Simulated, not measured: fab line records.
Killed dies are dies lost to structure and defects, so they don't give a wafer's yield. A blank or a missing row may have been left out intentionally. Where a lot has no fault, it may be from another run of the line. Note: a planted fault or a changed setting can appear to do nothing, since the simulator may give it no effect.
fab line records	flow nand_harc	part 1 of 2: steps 1 to 21 of 22
record: lots: 7	wafers: 21	last_day: 33
route steps=1302 shown A_BLC@1132 A_M0@1137 END@1302
lots untouched by any fault: they come from a run of this same line in which no faults occurred
start_h: the number of hours between the record's first day and the start of the first shown wafer of the lot	wait_h: time in hours since the lot's previous step	" the same as in the row above	L1.1+2: several wafers, shown together as one row	- either no value or no given start	* or withheld: withheld	< > ~ a bound
route shown NAME@n: names a module that has steps shown in the file, with the first one's number in the route	usual: average and standard deviation across the fault-free wafers	same: alike in all rows	chamber/n: place in a boat	sites: the reading at each site	_std_site: how widely they spread, as a standard deviation	_edge_site: the outer-site mean with the inner-site mean subtracted	radius_mm: how far each site lies from the wafer's centre	mask NAME#n: copy n	behind: the last tool/chamber to shape the wafer	hold: what put the lot on hold/how long, in hours/how the hold closed	device: names the non-switching transistor (n, p or np)	end of line: tests run on the same wafers once the route is complete	for a step that has no rows: nothing shown but its recipe	killed: dies that structure and defects cost at the first sort, which is not the same as the wafer's yield	map: dies across one wafer; x = killed, . = not, _ = none there
set.NAME: the setting that was run; set.NAME@STEP: the one run at that earlier step	model.NAME: the simulator's own value behind a step, which no gauge read
lots at selected steps of the route; one table per step, one row per wafer
services: the hour from which a tool's chamber was out of use, counted from the record's first day as start_h (under 0 if before that day), plus the number of hours and why
== steps ==
step: NHARC_A_BLC_CVD_24
recipe: target_thk_a: 1500	temp_c: 300	pressure_torr: 40	wf6_flow_sccm: 40	h2_flow_sccm: 1600	ar_flow_sccm: 1560	time_s: 434	material: W
usual: heater_power_w: 465/51	susceptor_temp_C: 299.97/0.17	throttle_valve_pct: 7.85/0.29
lot.wafer	tool	chamber	start_h	wait_h	heater_power_w	susceptor_temp_C	throttle_valve_pct
L644.2	cvd_w-02	1	-	-	478	300.36	8.07
L644.4	"	0	"	"	472	299.90	8.03
L644.6	"	0	"	"	486	300.10	7.97
L653.2	cvd_w-01	0	-	-	390	300.05	7.54
L653.3	"	1	"	"	524	299.74	7.59
L653.6	"	1	"	"	495	299.81	7.61
L655.2	cvd_w-01	1	-	-	519	299.83	7.57
L655.3	"	0	"	"	395	299.90	7.66
L655.5	"	0	"	"	389	300.08	7.58
L657.2	cvd_w-01	1	-	-	508	-	7.25
L657.3	"	1	"	"	506	-	7.58
L657.6	"	1	"	"	516	-	7.62
L659.3	cvd_w-02	0	-	-	483	299.98	8.16
L659.5	"	0	"	"	469	300.17	8.15
L659.6	"	1	"	"	488	300.02	8.17
L660.1	cvd_w-02	0	-	-	459	-	8.12
L660.4	"	1	"	"	487	-	7.90
L660.6	"	0	"	"	475	-	8.23
L667.3	cvd_w-01	0	-	-	367	300.08	7.76
L667.6	"	0	"	"	366	300.14	7.49
L667.5	"	1	"	"	544	299.88	7.97
step: NHARC_A_BLC_CMP_25
recipe: t_overpolish_s: 30	target_thk_nm: 150
usual: motor_current_A: 12.4/1.3	overpolish_run_s: 30.001/0.009	time_to_endpoint_s: 29/3.2
lot.wafer	tool	chamber	start_h	wait_h	motor_current_A	overpolish_run_s	time_to_endpoint_s
L644.2	cmp-03	0	522.27	0.5	12.0	30.010	27
L644.4	"	2	"	"	15.3	30.000	31
L644.6	"	1	"	"	10.8	30.015	25
L653.3	cmp-03	0	611.03	0.3	12.1	29.995	24
L653.2	"	2	"	"	14.5	29.984	26
L653.6	"	0	"	"	12.5	30.007	24
L655.3	cmp-01	0	644.40	0.3	14.3	30.012	34
L655.2	"	2	"	"	13.9	29.994	28
L655.5	"	0	"	"	13.4	29.999	31
L657.2	cmp-04	3	655.02	0.5	11.5	30.005	30
L657.3	"	0	"	"	13.6	29.993	33
L657.6	"	1	"	"	12.5	30.001	31
L659.3	cmp-01	3	692.19	0.4	12.8	30.001	31
L659.6	"	0	"	"	14.1	29.999	29
L659.5	"	1	"	"	11.6	30.008	26
L660.1	cmp-03	2	694.29	0.4	15.9	30.003	25
L660.4	"	3	"	"	11.6	30.008	29
L660.6	"	1	"	"	11.4	30.005	25
L667.3	cmp-04	3	748.70	0.3	12.1	29.988	26
L667.6	"	3	"	"	11.5	29.989	27
L667.5	"	0	"	"	13.6	29.991	27
step: NHARC_A_BLC_SRD_27
step: NHARC_A_BLC_INSPECT_28
usual: raw_defect_count: 508/110
lot.wafer	tool	chamber	start_h	wait_h	raw_defect_count
L644.2	defect_inspect-02	-	522.67	0.1	474
L644.4	"	-	"	"	600
L644.6	"	-	"	"	780
L653.2	defect_inspect-02	-	611.41	0.1	750
L653.3	"	-	"	"	558
L653.6	"	-	"	"	692
L655.2	defect_inspect-01	-	644.80	0.1	487
L655.3	"	-	"	"	346
L655.5	"	-	"	"	370
L657.2	defect_inspect-01	-	655.38	0.1	515
L657.3	"	-	"	"	409
L657.6	"	-	"	"	468
L659.3	defect_inspect-02	-	692.52	0.1	479
L659.5	"	-	"	"	551
L659.6	"	-	"	"	376
L660.1	defect_inspect-01	-	694.65	0.1	500
L660.4	"	-	"	"	488
L660.6	"	-	"	"	539
L667.3	defect_inspect-01	-	749.10	0.1	616
L667.5	"	-	"	"	373
L667.6	"	-	"	"	402
step: NHARC_A_M0_DEP_00
recipe: target_thk_a: 1500	target_thk_nm: 150	temp_c: withheld	pressure_torr: 5	flow_sccm: 200	rf_w: 600	material: SiOC
step: NHARC_A_M0_DEHYDRATE_01
recipe: temp_c: 150	time_s: 120
step: NHARC_A_M0_HMDS_02
recipe: time_s: 30
step: NHARC_A_M0_COAT_33
recipe: temp_c: 200	time_s: 65
step: NHARC_A_M0_COAT_03
recipe: spin_rpm: 1500	resist_thk_nm: 90
step: NHARC_A_M0_SOFTBAKE_04
recipe: temp_c: 105	time_s: 55
step: NHARC_A_M0_EBR_05
step: NHARC_A_M0_EXPOSE_06
recipe: na: 1.35	target_cd_nm: 80	dose_mj: 83.25	mask_id: A_M0
usual: exposure_dose_mJ_cm2: 83.25/0.083
lot.wafer	tool	chamber	start_h	wait_h	mask	exposure_dose_mJ_cm2
L644.2	arfi_scanner-02	0	523.31	-	A_M0#0	83.20
L644.4	"	0	"	"	A_M0#0	83.09
L644.6	"	0	"	"	A_M0#0	83.21
L653.2	arfi_scanner-03	0	612.05	-	A_M0#0	76.75
L653.3	"	0	"	"	A_M0#0	76.74
L653.6	"	0	"	"	A_M0#0	76.80
L655.2	arfi_scanner-03	0	645.57	-	A_M0#0	78.05
L655.3	"	0	"	"	A_M0#0	78.00
L655.5	"	0	"	"	A_M0#0	78.04
L657.2	arfi_scanner-03	0	656.14	-	A_M0#0	79.13
L657.3	"	0	"	"	A_M0#0	79.02
L657.6	"	0	"	"	A_M0#0	79.00
L659.3	arfi_scanner-02	0	693.29	-	A_M0#0	83.25
L659.5	"	0	"	"	A_M0#0	83.16
L659.6	"	0	"	"	A_M0#0	83.22
L660.1	arfi_scanner-02	0	695.29	-	A_M0#0	83.25
L660.4	"	0	"	"	A_M0#0	83.21
L660.6	"	0	"	"	A_M0#0	83.21
L667.3	arfi_scanner-01	0	749.87	-	A_M0#0	83.37
L667.5	"	0	"	"	A_M0#0	83.21
L667.6	"	0	"	"	A_M0#0	83.34
step: NHARC_A_M0_PEB_07
recipe: peb_temp_c: 100	peb_time_s: 65
step: NHARC_A_M0_DEVELOP_08
recipe: develop_time_s: 35	dev_temp_c: 23
step: NHARC_A_M0_CD_MEAS_09
recipe: target_cd_nm: 80	landing_energy_ev: 500
usual: cd_nm: 79.7/0.71
lot.wafer	tool	chamber	start_h	wait_h	hold	cd_nm
L644.2	cd_sem-02	0	523.45	-	-	79.1
L644.4	"	0	"	"	-	79.8
L644.6	"	0	"	"	-	78.7
L653.2	cd_sem-03	0	612.19	-	await_dispo/0.2h/release	73.7
L653.3	"	0	"	"	await_dispo/0.2h/release	75.1
L653.6	"	0	"	"	await_dispo/0.2h/release	73.1
L653.2	cd_sem-03	0	-	-	-	73.6
L653.3	"	0	"	"	-	74.4
L653.6	"	0	"	"	-	73.3
L655.2	cd_sem-01	0	645.71	-	await_dispo/0.2h/release	75.8
L655.3	"	0	"	"	await_dispo/0.2h/release	74.3
L655.5	"	0	"	"	await_dispo/0.2h/release	74.4
L655.2	cd_sem-01	0	-	-	-	75.5
L655.3	"	0	"	"	-	74.7
L655.5	"	0	"	"	-	74.7
L657.2	cd_sem-01	0	656.28	-	await_dispo/0.2h/release	76.5
L657.3	"	0	"	"	await_dispo/0.2h/release	76.8
L657.6	"	0	"	"	await_dispo/0.2h/release	75.4
L657.2	cd_sem-01	0	-	-	-	76.6
L657.3	"	0	"	"	-	76.7
L657.6	"	0	"	"	-	75.3
L659.3	cd_sem-03	0	693.43	-	-	79.9
L659.5	"	0	"	"	-	78.5
L659.6	"	0	"	"	-	79.8
L660.1	cd_sem-03	0	695.43	-	-	79.6
L660.4	"	0	"	"	-	79.9
L660.6	"	0	"	"	-	79.6
L667.3	cd_sem-02	0	750.01	-	-	79.4
L667.5	"	0	"	"	-	79.7
L667.6	"	0	"	"	-	79.3
step: NHARC_A_M0_OVL_MEAS_10
recipe: pitch_nm: 160
usual: overlay_x_nm: -0.1/0.97	overlay_y_nm: 0.0/0.86
lot.wafer	tool	chamber	start_h	wait_h	hold	overlay_x_nm	overlay_y_nm
L644.2	overlay-01	-	523.55	-	-	-0.7	-0.7
L644.4	"	-	"	"	-	-0.2	-0.7
L644.6	"	-	"	"	-	-0.4	-0.3
L653.2	overlay-01	-	619.03	-	await_dispo/6.6h/release	0.8	-0.4
L653.3	"	-	"	"	await_dispo/6.6h/release	0.4	-0.1
L653.6	"	-	"	"	await_dispo/6.6h/release	0.4	-0.5
L655.2	overlay-02	-	650.53	-	await_dispo/4.5h/release	-1.1	0.4
L655.3	"	-	"	"	await_dispo/4.5h/release	-1.4	0.3
L655.5	"	-	"	"	await_dispo/4.5h/release	-1.6	-0.3
L657.2	overlay-01	-	659.28	-	await_dispo/2.7h/release	0.6	0.3
L657.3	"	-	"	"	await_dispo/2.7h/release	0.8	-0.3
L657.6	"	-	"	"	await_dispo/2.7h/release	0.0	0.6
L659.3	overlay-02	-	693.51	-	-	-2.7	1.3
L659.5	"	-	"	"	-	-2.3	1.5
L659.6	"	-	"	"	-	-2.8	1.0
L660.1	overlay-01	-	695.52	-	-	-0.2	-0.2
L660.4	"	-	"	"	-	0.7	-0.7
L660.6	"	-	"	"	-	0.9	-0.1
L667.3	overlay-02	-	750.09	-	-	1.3	-0.2
L667.5	"	-	"	"	-	0.9	-0.2
L667.6	"	-	"	"	-	1.3	0.3
step: NHARC_A_M0_INSPECT_11
usual: raw_defect_count: 74/37
lot.wafer	tool	chamber	start_h	wait_h	raw_defect_count
L644.2	defect_inspect-01	-	523.59	0.0	64
L644.4	"	-	"	"	63
L644.6	"	-	"	"	69
L653.2	defect_inspect-02	-	619.07	0.0	141
L653.3	"	-	"	"	105
L653.6	"	-	"	"	113
L655.2	defect_inspect-02	-	650.56	0.0	21
L655.3	"	-	"	"	16
L655.5	"	-	"	"	14
L657.2	defect_inspect-01	-	659.31	0.0	68
L657.3	"	-	"	"	65
L657.6	"	-	"	"	80
L659.3	defect_inspect-02	-	693.55	0.0	61
L659.5	"	-	"	"	68
L659.6	"	-	"	"	72
L660.1	defect_inspect-01	-	695.55	0.0	103
L660.4	"	-	"	"	87
L660.6	"	-	"	"	99
L667.3	defect_inspect-01	-	750.13	0.0	70
L667.5	"	-	"	"	91
L667.6	"	-	"	"	80
step: NHARC_A_M0_DESCUM_14
recipe: time_s: 3	o2_flow_sccm: 200	ar_flow_sccm: 0	bias_power_w: 0	chemistry: O2
usual: chamber_pressure_mTorr: 60.00/0.048	drypump_motor_current_A: 5.7/0.47	oes_product_au: 0.998/0.0089	rf_vpp_V: 57.8/0.75	showerhead_plenum_p_Torr: 1.92/0.062	throttle_valve_pct: 11.312/0.0095
same: bias_power_w: 0
lot.wafer	tool	chamber	start_h	wait_h	chamber_pressure_mTorr	drypump_motor_current_A	oes_product_au	rf_hours_counter_h	rf_vpp_V	showerhead_plenum_p_Torr	throttle_valve_pct	model.A_M0.cd_nm
L644.4	rie_diel-11	1	523.65	0.1	60.07	6.0	0.996	2.5	57.3	2.01	11.310	80.36
L644.2	"	3	"	"	60.07	4.7	1.006	2.2	56.6	1.86	11.312	79.5
L644.6	"	1	"	"	60.00	6.0	1.001	-	56.8	2.01	11.315	79.29
L653.2	rie_diel-05	3	619.13	0.1	60.07	5.7	0.990	1.3	57.3	1.91	11.321	73.95
L653.3	"	0	"	"	60.01	5.0	0.984	1.5	57.1	1.93	11.308	75
L653.6	"	3	"	"	59.99	5.7	0.994	-	56.7	1.91	11.331	73.38
L655.2	rie_diel-11	1	650.64	0.1	59.94	6.0	1.006	1.6	57.8	2.01	11.307	75.77
L655.3	"	2	"	"	60.02	5.6	0.998	1.5	57.9	1.94	11.320	75.15
L655.5	"	0	"	"	60.01	6.2	1.017	-	57.8	1.98	11.328	74.28
L657.3	rie_diel-11	0	659.39	0.1	60.11	6.2	1.008	2.6	57.5	1.98	11.315	76.14
L657.2	"	1	"	"	59.94	6.0	0.993	1.6	56.7	2.01	11.318	77.02
L657.6	"	3	"	"	60.06	4.7	0.986	-	57.9	1.86	11.314	75.79
L659.3	rie_diel-09	3	693.63	0.1	59.97	5.9	0.992	0.3	58.4	1.89	11.303	80.56
L659.5	"	0	"	"	59.95	5.9	0.991	-	57.5	2.01	11.309	78.15
L659.6	"	1	"	"	60.03	5.3	0.996	-	58.1	1.87	11.301	78.85
L660.4	rie_diel-05	2	695.62	0.1	59.97	5.2	0.996	4.5	56.9	1.85	11.303	79.64
L660.1	"	3	"	"	59.99	5.7	0.988	5.2	56.5	1.91	11.325	79.7
L660.6	"	2	"	"	59.98	5.2	1.001	-	58.4	1.85	11.330	79.51
L667.3	rie_diel-05	0	750.19	0.1	59.98	5.0	0.996	7.0	58.3	1.92	11.305	78.87
L667.5	"	3	"	"	60.01	5.7	1.008	-	57.3	1.90	11.326	79.85
L667.6	"	0	"	"	59.94	5.0	0.984	-	57.3	1.92	11.320	79.39
step: NHARC_A_M0_ETCH_34
recipe: target_depth_a: 400	overetch_a: 120	time_s: 43.94	ion_energy_ev: 200	n2_flow_sccm: 150	h2_flow_sccm: 150	ar_flow_sccm: 0	rf_w: 400	bias_w: 150	chemistry: N2/H2
usual: chamber_pressure_mTorr: 30.001/0.027	drypump_motor_current_A: 5.7/0.49	oes_product_au: 1.000/0.01	rf_vpp_V: 430.5/2.1	showerhead_plenum_p_Torr: 2.04/0.071	throttle_valve_pct: 14.171/0.01
lot.wafer	tool	chamber	start_h	wait_h	chamber_pressure_mTorr	drypump_motor_current_A	oes_product_au	rf_hours_counter_h	rf_vpp_V	showerhead_plenum_p_Torr	throttle_valve_pct
L644.4	rie_diel-11	0	523.74	0.1	30.034	6.2	1.005	2.4	433.4	2.12	14.161
L644.2	"	1	"	"	30.004	6.0	1.016	2.5	434.9	2.15	14.190
L644.6	"	0	"	"	30.014	6.2	1.012	-	433.4	2.12	14.163
L653.3	rie_diel-05	0	619.21	0.1	30.000	5.0	0.989	1.5	431.3	2.05	14.175
L653.2	"	1	"	"	30.018	6.5	1.015	1.2	428.0	1.91	14.150
L653.6	"	0	"	"	30.016	5.0	0.985	-	430.6	2.05	14.173
L655.3	rie_diel-11	1	650.72	0.1	29.939	6.0	0.987	1.6	432.7	2.14	14.183
L655.2	"	2	"	"	29.999	5.6	0.993	1.5	431.4	2.07	14.176
L655.5	"	0	"	"	29.973	6.2	1.011	-	432.9	2.11	14.183
L657.2	rie_diel-11	2	659.46	0.1	30.049	5.6	0.999	1.6	429.8	2.07	14.163
L657.3	"	1	"	"	29.983	6.0	1.003	1.7	433.1	2.14	14.174
L657.6	"	2	"	"	29.981	5.6	0.997	-	432.2	2.07	14.167
L659.3	rie_diel-09	3	693.70	0.1	29.981	5.9	0.991	0.3	428.2	2.01	14.175
L659.5	"	1	"	"	29.999	5.3	0.991	-	428.9	1.99	14.164
L659.6	"	2	"	"	29.992	6.1	1.002	-	431.1	2.08	14.158
L660.1	rie_diel-05	2	695.71	0.1	30.007	5.3	1.000	4.5	428.8	1.97	14.162
L660.4	"	3	"	"	30.035	5.7	0.990	5.2	429.3	2.03	14.176
L660.6	"	1	"	"	30.020	6.5	1.002	-	425.6	1.91	14.164
L667.3	rie_diel-05	1	750.29	0.1	30.013	6.5	1.026	8.2	427.7	1.91	14.168
L667.5	"	2	"	"	30.027	5.3	1.011	-	429.1	1.97	14.149
L667.6	"	3	"	"	30.000	5.7	1.006	-	429.9	2.03	14.171
step: NHARC_A_M0_ETCH_15
recipe: target_depth_a: 1500	overetch_a: 150	time_s: 82.5	c4f8_flow_sccm: withheld	ar_flow_sccm: 400	rf_w: 600	bias_w: 300	chemistry: C4F8/Ar
usual: chamber_pressure_mTorr: 24.997/0.025	oes_product_au: 0.956/0.02	rf_vpp_V: 440.9/2.1
lot.wafer	tool	chamber	start_h	wait_h	chamber_pressure_mTorr	oes_product_au	rf_hours_counter_h	rf_vpp_V	model.A_M0.cd_nm
L644.2	rie_diel-11	2	-	-	24.966	0.922	2.6	442.4	79.3
L644.4	"	0	"	"	24.996	0.930	2.4	443.8	80.39
L644.6	"	2	"	"	24.991	0.927	-	441.4	79.16
L653.3	rie_diel-05	1	-	-	24.998	0.981	1.2	436.9	75.25
L653.2	"	2	"	"	25.043	0.972	1.0	439.2	73.58
L653.6	"	0	"	"	25.034	0.943	-	442.2	73.66
L655.3	rie_diel-11	1	-	-	24.985	0.960	1.6	445.1	75.56
L655.2	"	2	"	"	25.031	0.949	1.5	441.1	75.18
L655.5	"	0	"	"	25.005	0.972	-	442.1	74.26
L657.3	rie_diel-11	0	-	-	25.047	0.995	2.6	441.5	76.28
L657.2	"	1	"	"	24.994	0.977	1.7	444.8	76.28
L657.6	"	3	"	"	24.985	0.944	-	438.4	74.98
L659.3	rie_diel-09	2	-	-	24.992	0.971	0.3	441.7	80.87
L659.6	"	1	"	"	24.980	0.959	-	439.5	78.85
L659.5	"	2	"	"	24.994	0.976	-	441.8	78.32
L660.1	rie_diel-05	3	-	-	25.025	0.937	5.2	439.7	79.87
L660.4	"	1	"	"	24.970	0.960	4.9	436.1	79.3
L660.6	"	2	"	"	24.989	0.949	-	439.7	79.66
L667.3	rie_diel-05	1	-	-	24.992	0.941	8.2	438.0	78.54
L667.6	"	1	"	"	24.987	0.946	-	438.0	79.13
L667.5	"	3	"	"	25.007	0.928	-	441.2	79.33
step: NHARC_A_M0_CD_MEAS_16
usual: cd_nm: 79.6/0.85
lot.wafer	tool	chamber	start_h	wait_h	hold	cd_nm
L644.2	cd_sem-02	-	523.95	-	-	79.4
L644.4	"	-	"	"	-	80.3
L644.6	"	-	"	"	-	79.4
L653.2	cd_sem-01	-	619.43	-	await_dispo/0.2h/release	73.5
L653.3	"	-	"	"	await_dispo/0.2h/release	75.4
L653.6	"	-	"	"	await_dispo/0.2h/release	73.6
L653.2	cd_sem-01	-	619.61	0.2	-	73.6
L653.3	"	-	"	"	-	75.2
L653.6	"	-	"	"	-	73.8
L655.2	cd_sem-01	-	650.92	-	await_dispo/0.2h/release	75.2
L655.3	"	-	"	"	await_dispo/0.2h/release	75.3
L655.5	"	-	"	"	await_dispo/0.2h/release	74.1
L655.2	cd_sem-01	-	651.14	0.2	-	75.0
L655.3	"	-	"	"	-	75.6
L655.5	"	-	"	"	-	74.3
L657.2	cd_sem-02	-	659.68	-	await_dispo/0.2h/release	76.1
L657.3	"	-	"	"	await_dispo/0.2h/release	76.4
L657.6	"	-	"	"	await_dispo/0.2h/release	75.1
L657.2	cd_sem-02	-	659.87	0.2	-	76.2
L657.3	"	-	"	"	-	76.2
L657.6	"	-	"	"	-	74.7
L659.3	cd_sem-01	-	693.91	-	-	81.2
L659.5	"	-	"	"	-	78.4
L659.6	"	-	"	"	-	78.7
L660.1	cd_sem-01	-	695.91	-	-	79.4
L660.4	"	-	"	"	-	79.2
L660.6	"	-	"	"	-	79.9
L667.3	cd_sem-02	-	750.51	-	-	78.5
L667.5	"	-	"	"	-	79.5
L667.6	"	-	"	"	-	79.1
== key ==
first_sign: step: NHARC_A_M0_EXPOSE_06	reading: exposure_dose_mJ_cm2	direction: down	sigmas: 64	usual: 83.25	struck: 77.95
effect: step: NHARC_A_M0_CD_MEAS_09	reading: visit	direction: added	through: control_loop
effect: step: NHARC_A_M0_CD_MEAS_09	reading: cd_nm	direction: down	sigmas: 6.6	usual: 79.7	struck: 75.0	through: control_loop
effect: step: NHARC_A_M0_CD_MEAS_16	reading: visit	direction: added	through: control_loop
effect: step: NHARC_A_M0_CD_MEAS_16	reading: cd_nm	direction: down	sigmas: 5.4	usual: 79.6	struck: 75.0	through: control_loop
model_effect: step: NHARC_A_M0_DESCUM_14	value: A_M0.cd_nm	without: 79.45	struck: 75.16
model_effect: step: NHARC_A_M0_ETCH_15	value: A_M0.cd_nm	without: 79.28	struck: 75
met_at NHARC_A_M0_EXPOSE_06
struck_wafers L653.2,L653.3,L653.6,L655.2,L655.3,L655.5,L657.2,L657.3,L657.6
loop_trim: step: NHARC_A_M0_EXPOSE_06	setting: dose	lots: L655,L657
fault: kind: process_parameter_drift	tool: arfi_scanner-03	chamber: -	onset_h: 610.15	steps: NHARC_A_M0_EXPOSE_06	channel: dose_mj	offset: -6.5149	shape: step	acts_in: these_recipes_only	stated: 83.25
loop_trim: a control loop set the setting to another value than it would have without faults
